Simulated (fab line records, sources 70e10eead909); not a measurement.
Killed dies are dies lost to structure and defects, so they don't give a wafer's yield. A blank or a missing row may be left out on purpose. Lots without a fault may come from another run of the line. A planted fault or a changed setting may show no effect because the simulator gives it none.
Which tool did it? | flow nand_harc | 14 lots, 42 wafers sampled, at 4 steps of a route of 1302

WHAT THE GAUGES READ, wafer by wafer
The record holds no reading of a measuring or inspecting step that can be judged against a usual standard deviation.

WHICH TOOL RAN EACH LOT (tool, then ch and the chambers of the sampled wafers, then the start)
lot  | NHARC_P_M0_PVD_20                       | NHARC_P_M1_ETCH_15                 | NHARC_P_M1_STRIP_18                | NHARC_P_M1_ETCH_28
L528 | pvd_sputter-03, day 6 05:07 or earlier  | rie_diel-05 ch 0,3, day 6 05:07    | rie_diel-03 ch 1,3, day 6 05:22    | rie_diel-03 ch 0,1,3, no start
L530 | pvd_sputter-03, day 7 04:35 or earlier  | rie_diel-05 ch 0,1,2, day 7 04:35  | rie_diel-05 ch 0,1,2, day 7 04:50  | rie_diel-05 ch 0,1,2, no start
L532 | pvd_sputter-02, day 7 22:23 or earlier  | rie_diel-03 ch 0,2,3, day 7 22:23  | rie_diel-01 ch 0,1,2, day 7 22:35  | rie_diel-01 ch 0,2,3, no start
L533 | pvd_sputter-03, day 8 03:07 or earlier  | rie_diel-01 ch 0,1,3, day 8 03:07  | rie_diel-05 ch 2,3, day 8 03:19    | rie_diel-05 ch 2,3, no start
L534 | pvd_sputter-01, day 8 21:00 or earlier  | rie_diel-05 ch 0,1, day 8 21:00    | rie_diel-03 ch 2,3, day 8 21:14    | rie_diel-03 ch 0,1, no start
L535 | pvd_sputter-01, day 9 05:03 or earlier  | rie_diel-05 ch 1,2,3, day 9 05:03  | rie_diel-05 ch 0,2, day 9 05:16    | rie_diel-05 ch 0,3, no start
L536 | pvd_sputter-01, day 9 19:04 or earlier  | rie_diel-05 ch 0,1,2, day 9 19:04  | rie_diel-05 ch 0,1,2, day 9 19:22  | rie_diel-05 ch 0,1,2, no start
L537 | pvd_sputter-02, day 10 04:23 or earlier | rie_diel-05 ch 0,1,2, day 10 04:23 | rie_diel-03 ch 1,2,3, day 10 04:39 | rie_diel-03 ch 0,3, no start
L541 | pvd_sputter-03, day 11 16:31 or earlier | rie_diel-03 ch 0,1,3, day 11 16:31 | rie_diel-05 ch 1,2, day 11 16:44   | rie_diel-05 ch 0,1,2, no start
L543 | pvd_sputter-02, day 12 07:35 or earlier | rie_diel-03 ch 0,3, day 12 07:35   | rie_diel-05 ch 0,2, day 12 07:53   | rie_diel-05 ch 0,2, day 12 08:13
L547 | pvd_sputter-02, day 14 04:45 or earlier | rie_diel-05 ch 0,1, day 14 04:45   | rie_diel-03 ch 0,1,3, day 14 05:00 | rie_diel-03 ch 0,1,2, no start
L549 | pvd_sputter-02, day 15 00:01 or earlier | rie_diel-05 ch 1,2,3, day 15 00:01 | rie_diel-03 ch 0,1,2, day 15 00:23 | rie_diel-03 ch 0,1,3, no start
L550 | pvd_sputter-02, day 15 12:46 or earlier | rie_diel-01 ch 0,3, day 15 12:46   | rie_diel-01 ch 1,3, day 15 12:59   | rie_diel-01 ch 1,3, no start
L551 | pvd_sputter-02, day 16 02:02 or earlier | rie_diel-03 ch 0,1,2, day 16 02:02 | rie_diel-05 ch 2,3, day 16 02:14   | rie_diel-05 ch 0,2, no start
- NHARC_P_M0_PVD_20: deposits TaN, target thk 5 nm, time 8.06 s.
- NHARC_P_M1_ETCH_15: etches the open film in C4F8/Ar, target depth 182.5 nm, time 91.2 s.
- NHARC_P_M1_STRIP_18: strips in N2/H2.
- NHARC_P_M1_ETCH_28: etches the open film in CF4/N2, target depth 30 nm, time 72.99 s.

WHAT THE TOOLS THEMSELVES READ (means of the sampled wafers that have a number; where no wafer has one, the mark that the record gives instead)
NHARC_P_M0_PVD_20.
lot  | tool           | chamber_pressure_pa (Pa) | throttle_valve_pct (%)
L528 | pvd_sputter-03 | 0.12                     | 28.7
L530 | pvd_sputter-03 | 0.12                     | 28.3
L532 | pvd_sputter-02 | 0.12                     | 29.5
L533 | pvd_sputter-03 | 0.12                     | 29.4
L534 | pvd_sputter-01 | 0.12                     | 30.0
L535 | pvd_sputter-01 | 0.12                     | 29.9
L536 | pvd_sputter-01 | 0.12                     | 30.2
L537 | pvd_sputter-02 | 0.12                     | 29.1
L541 | pvd_sputter-03 | 0.12                     | 29.5
L543 | pvd_sputter-02 | 0.12                     | 29.4
L547 | pvd_sputter-02 | 0.12                     | 29.4
L549 | pvd_sputter-02 | 0.12                     | 29.1
L550 | pvd_sputter-02 | 0.12                     | 30.3
L551 | pvd_sputter-02 | 0.12                     | 29.2

NHARC_P_M1_ETCH_15.
lot  | tool        | oes_product_au (a.u.) | rf_vpp_V (V) | run_length_s (s)
L528 | rie_diel-05 | 0.957                 | 442.6        | 112.8
L530 | rie_diel-05 | 0.978                 | 442.8        | 112.6
L532 | rie_diel-03 | 0.930                 | 442.9        | 112.7
L533 | rie_diel-01 | 0.926                 | 439.6        | 113.1
L534 | rie_diel-05 | 0.914                 | 441.3        | 112.6
L535 | rie_diel-05 | 0.974                 | 442.1        | 112.3
L536 | rie_diel-05 | 0.940                 | 442.2        | 112.5
L537 | rie_diel-05 | 0.955                 | 442.8        | 112.6
L541 | rie_diel-03 | 0.953                 | 440.2        | 104.0
L543 | rie_diel-03 | 0.976                 | 441.3        | 108.1
L547 | rie_diel-05 | 0.954                 | 441.7        | 112.8
L549 | rie_diel-05 | 0.943                 | 441.6        | 112.3
L550 | rie_diel-01 | 0.924                 | 439.1        | 112.6
L551 | rie_diel-03 | 0.972                 | 442.0        | 112.7

NHARC_P_M1_STRIP_18.
lot  | tool        | drypump_motor_current_A (A) | mfc_ar_sccm (sccm) | oes_product_au (a.u.) | rf_vpp_V (V) | showerhead_plenum_p_Torr (Torr) | throttle_valve_pct (%)
L528 | rie_diel-03 | 5.55                        | 0.000              | 1.009                 | 90.0         | 1.98                            | 14.173
L530 | rie_diel-05 | 5.53                        | 0.016              | 1.000                 | 91.0         | 2.11                            | 14.167
L532 | rie_diel-01 | 5.46                        | 0.008              | 1.008                 | 90.8         | 2.02                            | 14.162
L533 | rie_diel-05 | 5.46                        | 0.009              | 0.996                 | 91.6         | 2.09                            | 14.171
L534 | rie_diel-03 | 5.74                        | 0.013              | 1.011                 | 91.1         | 2.05                            | 14.178
L535 | rie_diel-05 | 5.63                        | 0.009              | 1.010                 | 90.4         | 2.13                            | 14.175
L536 | rie_diel-05 | 5.55                        | 0.016              | 1.006                 | 90.5         | 2.11                            | 14.174
L537 | rie_diel-03 | 5.70                        | 0.013              | 1.006                 | 91.2         | 2.04                            | 14.173
L541 | rie_diel-05 | 5.54                        | 0.026              | 1.002                 | 90.8         | 2.11                            | 14.166
L543 | rie_diel-05 | 5.65                        | 0.019              | 1.004                 | 90.8         | 2.14                            | 14.162
L547 | rie_diel-03 | 5.57                        | 0.000              | 1.005                 | 90.7         | 2.04                            | 14.171
L549 | rie_diel-03 | 5.70                        | 0.013              | 0.998                 | 91.1         | 2.08                            | 14.172
L550 | rie_diel-01 | 4.95                        | 0.006              | 0.999                 | 90.5         | 2.04                            | 14.167
L551 | rie_diel-05 | 5.47                        | 0.009              | 0.991                 | 90.7         | 2.09                            | 14.169

NHARC_P_M1_ETCH_28.
lot  | tool        | drypump_motor_current_A (A) | mfc_ar_sccm (sccm) | oes_product_au (a.u.) | rf_vpp_V (V) | run_length_s (s) | showerhead_plenum_p_Torr (Torr) | throttle_valve_pct (%)
L528 | rie_diel-03 | 5.59                        | 150.0              | 1.011                 | 313.5        | 94.3             | 2.64                            | 19.804
L530 | rie_diel-05 | 5.54                        | 150.0              | 0.995                 | 315.9        | 94.4             | 2.70                            | 19.785
L532 | rie_diel-01 | 5.63                        | 150.1              | 1.007                 | 312.4        | 94.3             | 2.54                            | 19.791
L533 | rie_diel-05 | 5.45                        | 150.4              | 1.002                 | 315.5        | 94.3             | 2.69                            | 19.795
L534 | rie_diel-03 | 5.60                        | 150.5              | 1.009                 | 315.9        | 94.7             | 2.70                            | 19.799
L535 | rie_diel-05 | 5.48                        | 150.4              | 1.003                 | 316.2        | 94.3             | 2.68                            | 19.804
L536 | rie_diel-05 | 5.55                        | 150.1              | 0.994                 | 314.9        | 94.4             | 2.70                            | 19.794
L537 | rie_diel-03 | 5.63                        | 149.6              | 1.009                 | 316.0        | 94.5             | 2.72                            | 19.790
L541 | rie_diel-05 | 5.55                        | 150.0              | 0.993                 | 316.4        | 94.5             | 2.70                            | 19.789
L543 | rie_diel-05 | 5.63                        | 149.9              | 0.997                 | 315.8        | 94.7             | 2.73                            | 19.791
L547 | rie_diel-03 | 5.72                        | 149.7              | 1.004                 | 314.6        | 94.6             | 2.68                            | 19.807
L549 | rie_diel-03 | 5.59                        | 150.1              | 1.003                 | 314.4        | 94.1             | 2.63                            | 19.800
L550 | rie_diel-01 | 5.09                        | 149.8              | 0.997                 | 313.0        | 95.0             | 2.56                            | 19.801
L551 | rie_diel-05 | 5.61                        | 150.2              | 0.999                 | 316.2        | 94.8             | 2.73                            | 19.788

THE ANSWER, worked out from the rows above alone
Rule: what is usual is taken from the lots themselves. Put in order of their means at a reading, lots are off if they are a third of the lots or fewer, leave a main group of 4 or more, and stand apart from it by a gap of 3 or more times the standard deviation of the main group's means; of several such gaps the widest counts. A main group whose means are all the same, to the digits that the tables above print for the reading, isn't used. A lot without any number at a reading at which 4 lots or more have one is off too. The other lots that the step has rows for count as sound. The gauges are gone through in route order, then the tools' own readings, and for those a lot's mean is taken as printed above. The first step at which some lot is off is used, and at that step the reading that is off furthest; a lot without a number counts as furthest.
Off: L541, L543, at NHARC_P_M1_ETCH_15 (run_length_s). The main group: mean 112.6 s, standard deviation 0.21.
A tool fits if, at that step or a process step before it, it ran every lot that is off, and no sound lot after the first of them. NHARC_P_M0_PVD_20 gives no start for some lots, so the hours and the order of its lots are those of NHARC_P_M1_ETCH_15. None of those tried fits.

WHAT THE SIMULATOR HAD PUT IN
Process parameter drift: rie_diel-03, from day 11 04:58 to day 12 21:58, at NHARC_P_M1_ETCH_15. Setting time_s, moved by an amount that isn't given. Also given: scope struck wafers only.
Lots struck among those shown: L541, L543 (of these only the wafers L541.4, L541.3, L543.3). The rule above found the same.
